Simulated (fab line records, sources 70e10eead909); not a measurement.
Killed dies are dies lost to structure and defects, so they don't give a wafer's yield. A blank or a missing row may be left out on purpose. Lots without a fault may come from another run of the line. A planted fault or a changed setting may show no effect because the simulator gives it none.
fab line records | flow nand_harc
record lots=5 wafers=15 last_day=23
route steps=1159 shown A_ZERO_WELL@405 A_SOURCE_PLATE@413 A_ONON_D1@424 END@1159
lots that met no fault: from a run of the same line without faults
start_h: hours from the record's first day to the start of the lot's first wafer shown | wait_h: hours since the lot's step before | " the same as in the row above | L1.1+2: a row that stands for several wafers | - no value, or no start given | * or withheld: withheld | < > ~ a bound
route shown NAME@n: a module of which the file shows steps, and the number in the route of the first | usual: mean/standard deviation of fault-free wafers | same: alike in all rows | chamber/n: place in a boat | sites: the reading at each site | _std_site: their standard deviation | _edge_site: outer sites' mean less inner sites' | radius_mm: how far each site lies from the wafer's centre | mask NAME#n: copy n | behind: the tool/chamber that last shaped the wafer | hold: why the lot was held/for how many hours/how that ended | device: the transistor (n, p or np) that didn't switch | end of line: the same wafers' tests at the end of the route | a step without rows: its recipe alone | killed: dies lost to structure and defects at the first sort, not the wafer's yield | map: a wafer's dies, x killed, . not, _ none there
set.NAME: the setting as run; set.NAME@STEP: as run at that earlier step | model.NAME: the simulator's own value behind a step, which no gauge read
lots at some steps of the route; a table a step, a row a wafer
services: from which hour (start_h, from the record's first day; less than 0 if before it) a tool's chamber was out of use, for how many hours, and why
## steps
# step NHARC_A_ZERO_WELL_ETCH_13
# recipe target_depth_a=1200 time_s=40.1 hbr_flow_sccm=150 cl2_flow_sccm=50 rf_w=400 icp_w=400 bias_w=100 chemistry=HBr/Cl2
# step NHARC_A_ZERO_WELL_STRIP_14
# recipe time_s=900 temp_c=130 chemistry=SPM
# step NHARC_A_ZERO_WELL_IMPLANT_15
# recipe energy_kev=150 dose_cm2=1e+13 tilt_deg=7
# step NHARC_A_ZERO_WELL_PRECLEAN_22
# recipe time_s=60 temp_c=50 bath_age_min=0 chemistry=SC1
# step NHARC_A_ZERO_WELL_SRD_23
# step NHARC_A_ZERO_WELL_RTA_16
# recipe temp_c=1000 time_s=10
# step NHARC_A_SOURCE_PLATE_PRECLEAN_00
# recipe time_s=60 chemistry=HF-LAST
# step NHARC_A_SOURCE_PLATE_SRD_01
# step NHARC_A_SOURCE_PLATE_OXIDE_02
# recipe target_thk_a=100 temp_c=900 ox_time_s=1362 material=SiO2
# step NHARC_A_SOURCE_PLATE_PVD_04
# recipe target_thk_a=500 material=WSi2
# columns lot.wafer tool chamber start_h wait_h
L162.4+3+6 pvd_sputter-02 - 147.15 0.1
L165.4+5+6 pvd_sputter-02 - 160.53 0.2
L166.3+1+5 pvd_sputter-03 - 170.01 0.1
L167.1+2+6 pvd_sputter-02 - 185.57 0.1
L178.4+5+6 pvd_sputter-03 - 243.67 0.1
# step NHARC_A_SOURCE_PLATE_CVD_03
# recipe target_thk_a=2000 temp_c=620 pressure_mtorr=200 time_s=4000 material=poly-Si
# step NHARC_A_SOURCE_PLATE_ANNEAL_05
# recipe temp_c=850 time_s=1800
# step NHARC_A_ONON_D1_DEP_00
# recipe target_thk_a=10000 n2_flow_sccm=2750 n2o_flow_sccm=2000 nh3_flow_sccm=500 sih4_flow_sccm=210 temp_c=400
# step NHARC_A_ONON_D1_DEP_03
# recipe target_thk_a=10000 n2_flow_sccm=2750 n2o_flow_sccm=2000 nh3_flow_sccm=500 sih4_flow_sccm=210 temp_c=400
# step NHARC_A_ONON_D1_DEP_06
# recipe target_thk_a=10000 n2_flow_sccm=2750 n2o_flow_sccm=2000 nh3_flow_sccm=500 sih4_flow_sccm=210 temp_c=400
# step NHARC_A_ONON_D1_DEP_09
# recipe target_thk_a=10000 n2_flow_sccm=2750 n2o_flow_sccm=2000 nh3_flow_sccm=500 sih4_flow_sccm=210 temp_c=400
# step NHARC_A_ONON_D1_DEP_12
# recipe target_thk_a=10000 n2_flow_sccm=2750 n2o_flow_sccm=2000 nh3_flow_sccm=500 sih4_flow_sccm=210 temp_c=400
# step NHARC_A_ONON_D1_ANNEAL_15
# recipe temp_c=750 time_s=3600
# step NHARC_A_ONON_D1_DEP_16
# recipe target_thk_a=10000 n2_flow_sccm=2750 n2o_flow_sccm=2000 nh3_flow_sccm=500 sih4_flow_sccm=210 temp_c=400
# step NHARC_A_ONON_D1_DEP_19
# recipe target_thk_a=10000 n2_flow_sccm=2750 n2o_flow_sccm=2000 nh3_flow_sccm=500 sih4_flow_sccm=210 temp_c=400
# step NHARC_A_ONON_D1_DEP_22
# recipe target_thk_a=10000 n2_flow_sccm=2750 n2o_flow_sccm=2000 nh3_flow_sccm=500 sih4_flow_sccm=210 temp_c=400
# step NHARC_A_ONON_D1_DEP_25
# recipe target_thk_a=10000 n2_flow_sccm=2750 n2o_flow_sccm=2000 nh3_flow_sccm=500 sih4_flow_sccm=210 temp_c=400
# step NHARC_A_ONON_D1_DEP_28
# recipe target_thk_a=10000 n2_flow_sccm=2750 n2o_flow_sccm=2000 nh3_flow_sccm=500 sih4_flow_sccm=210 temp_c=400
# step NHARC_A_ONON_D1_DEP_33
# recipe target_thk_a=2000 temp_c=400 pressure_torr=6.5 rf_w=900 teos_flow_sccm=161.4 flow_sccm=2650 target_thk_nm=200 gas=O2 material=SiO2
# step NHARC_END_SORT_01
# recipe temp_c=25
# usual killed_at_array=26/9.6 killed_at_other=0.7/0.92 killed_at_periphery=3.8/2.7 killed_dies=31/10 killed_open=3.3/1.7 killed_short=1.8/1.3
# same gross_dies=677
# columns lot.wafer tool chamber start_h wait_h killed_at_array killed_at_other killed_at_periphery killed_dies killed_open killed_short
L165.4 prober-02 0 462.20 3.4 188 0 1 189 5 1
L165.5 prober-02 0 463.01 3.8 169 0 3 172 3 1
L165.6 prober-02 0 463.83 4.1 184 2 2 188 1 1
L166.1 prober-01 0 467.53 2.5 174 1 3 178 4 1
L166.3 prober-01 0 469.13 3.1 183 0 2 185 2 5
L166.5 prober-01 0 470.73 3.7 175 1 2 178 7 0
L167.1 prober-01 0 477.76 2.5 193 1 3 197 3 2
L167.2 prober-01 0 478.58 2.8 199 0 5 204 5 1
L167.6 prober-01 0 481.85 4.1 183 2 3 188 2 1
# killed by level:class
L165.4 A_SOURCE_PLATE:area_pvd=160 A_CHANNEL_HOLE_D1:chamber_film_flake=15 A_SLIT:chamber_film_flake=5 A_WL_FILL:geometric_particle:open=2 P_M0:geometric_particle:open=1 A_WL_FILL:geometric_particle:short=1 A_CONTACT:geometric_particle:open=1 A_M0:geometric_particle:open=1
L165.5 A_SOURCE_PLATE:area_pvd=146 A_CHANNEL_HOLE_D1:chamber_film_flake=15 A_SLIT:chamber_film_flake=5 A_STAIRCASE:chamber_film_flake=2 P_GATE:geometric_particle:open=1 P_CONTACT:geometric_particle:open=1 P_M0:geometric_particle:open=1 A_ONON_D1:geometric_particle:short=1
L165.6 A_SOURCE_PLATE:area_pvd=151 A_CHANNEL_HOLE_D1:chamber_film_flake=21 A_SLIT:chamber_film_flake=6 A_M0:chamber_film_flake=2 THIN_TSV:chamber_film_flake=2 A_WL_FILL:geometric_particle:open=1 A_CONTACT:geometric_particle:short=1 P_GATE:chamber_film_flake=1
L166.1 A_SOURCE_PLATE:area_pvd=161 A_CHANNEL_HOLE_D1:chamber_film_flake=4 A_CONTACT:chamber_film_flake=4 P_M0:geometric_particle:open=1 A_ONON_D1:geometric_particle:open=1 A_CHANNEL_FILL_D1:geometric_particle:short=1 A_STAIRCASE:geometric_particle:open=1 A_SGD_CUT:geometric_particle:open=1
L166.3 A_SOURCE_PLATE:area_pvd=171 A_SGD_CUT:geometric_particle:short=2 A_STAIRCASE:chamber_film_flake=2 A_CONTACT:chamber_film_flake=2 P_M1:geometric_particle:short=1 A_ONON_D1:geometric_particle:short=1 A_STAIRCASE:geometric_particle:open=1 A_WL_FILL:geometric_particle:short=1
L166.5 A_SOURCE_PLATE:area_pvd=160 A_CHANNEL_HOLE_D1:chamber_film_flake=3 A_STAIRCASE:chamber_film_flake=3 A_CONTACT:geometric_particle:open=2 A_CONTACT:chamber_film_flake=2 P_M0:geometric_particle:open=1 A_ONON_D1:geometric_particle:open=1 A_CHANNEL_FILL_D1:geometric_particle:open=1
L167.1 A_SOURCE_PLATE:area_pvd=166 A_CHANNEL_HOLE_D1:chamber_film_flake=15 A_SLIT:chamber_film_flake=5 A_CONTACT:chamber_film_flake=3 P_M0:geometric_particle:short=2 A_CONTACT:geometric_particle:open=2 A_M1:chamber_film_flake=2 P_M2:geometric_particle:open=1
L167.2 A_SOURCE_PLATE:area_pvd=171 A_CHANNEL_HOLE_D1:chamber_film_flake=16 A_SLIT:chamber_film_flake=3 A_CONTACT:chamber_film_flake=3 P_CONTACT:geometric_particle:open=2 A_M1:chamber_film_flake=2 P_M1:geometric_particle:open=1 A_CHANNEL_FILL_D1:geometric_particle:open=1
L167.6 A_SOURCE_PLATE:area_pvd=161 A_CHANNEL_HOLE_D1:chamber_film_flake=8 A_SLIT:chamber_film_flake=7 A_M1:chamber_film_flake=5 P_BONDPAD:chamber_film_flake=3 A_CONTACT:geometric_particle:open=1 STARTING-WAFER:geometric_particle:open=1 STARTING-WAFER:geometric_particle:short=1
# map L165.4 (x killed, . not)
____________x____________
_________xx.xxx._________
_______.xxx.xxx.x._______
______xx....xx.xxxx______
_____.xx.x..x.x..x.x_____
____xx.........x..xxx____
____x.x..x...xx..x.x.____
___..x..............xx___
___x............x..x..___
__xx..............xx..x__
__..x...............x.x__
_x.................x.x.x_
_x.....................x_
_x...............x....x._
_..x...................._
_x....................xx_
x.......x..x.....x.....xx
..x..x................xx.
x.x..................x..x
...x..x..................
xx....xx.....x......x.xxx
_x.xxxx............x..xx_
_x..xxx.............x.xx_
_x......x..........x.xxx_
_xxxx.x.....x.x.......xx_
_x..x.................xx_
__..x..................__
__x................x.xx__
___x.xxxx.........x.xx___
___xxx......x....x..x.___
____..x..x..x.x.x.xxx____
____.xxx....x.x.x.xxx____
_____..xx...x.xx.x.._____
______...xx....xx.x______
_______xxx.xx..x.x_______
_________xxxxxxx_________
____________x____________
# map L166.3 (x killed, . not)
____________x____________
_________xx.x.x._________
_______x.x..x..x.._______
______xxx...x....x.______
_____xx....xx.x.xx.._____
____xx.x.........xx.x____
____x.......x..x..xxx____
___x.x.x............xx___
___xx..x..x........xxx___
__x...................x__
__x.x..............x.xx__
_xxx....x.x............x_
_xx..x..........x..x..xx_
_xxx..................x._
_x..x................xxx_
_xx.....x...........x..x_
.............x.........xx
.x....................xxx
x......................xx
x....x....x.........xxxx.
xx.................x.x.xx
_.........x....x..x...xx_
_xx..............x.....x_
_x................xx.x.x_
_xxx....x.............x._
_.x...................x._
__xx.........x......x.x__
__xx.............xx.xx.__
___xxx......x........x___
___x.x......x.......xx___
____xx.......xx....xx____
____..x.x...........x____
_____xxxx....xxxxxxx_____
______xxx..x..xx.xx______
_______..x.x.xxxx._______
_________xx.xxxx_________
____________x____________
## services
# columns tool chamber start_h hours kind
pvd_sputter-02 - 195.66 9.3 repair
pvd_sputter-02 - 214.04 10.0 pm
## key
first_sign step=NHARC_END_SORT_01 reading=killed_at_array direction=up sigmas=16 usual=26 struck=183
effect step=NHARC_END_SORT_01 reading=killed_dies direction=up sigmas=15 usual=31 struck=187
more_kills_born_at NHARC_A_SOURCE_PLATE_PVD_04@pvd_sputter-02=955 NHARC_A_SOURCE_PLATE_PVD_04@pvd_sputter-03=492
met_at NHARC_A_SOURCE_PLATE_PVD_04
struck_wafers L165.4,L165.5,L165.6,L166.1,L166.3,L166.5,L167.1,L167.2,L167.6
tester_left_out L165,L166,L167
onset_between 147.15 160.53
fault kind=skipped_step_whole tool=pvd_sputter-02,pvd_sputter-03 chamber=- onset_h=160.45 steps=NHARC_A_SOURCE_PLATE_PVD_04 scope=struck_lots_only
# tester_left_out: of these lots the tester's yield and bins aren't shown, on N5 and GAA mostly nor the transistor test; their killed dies are dies lost to structure and defects alone, not to doping, threshold or leakage, so they don't give the yield
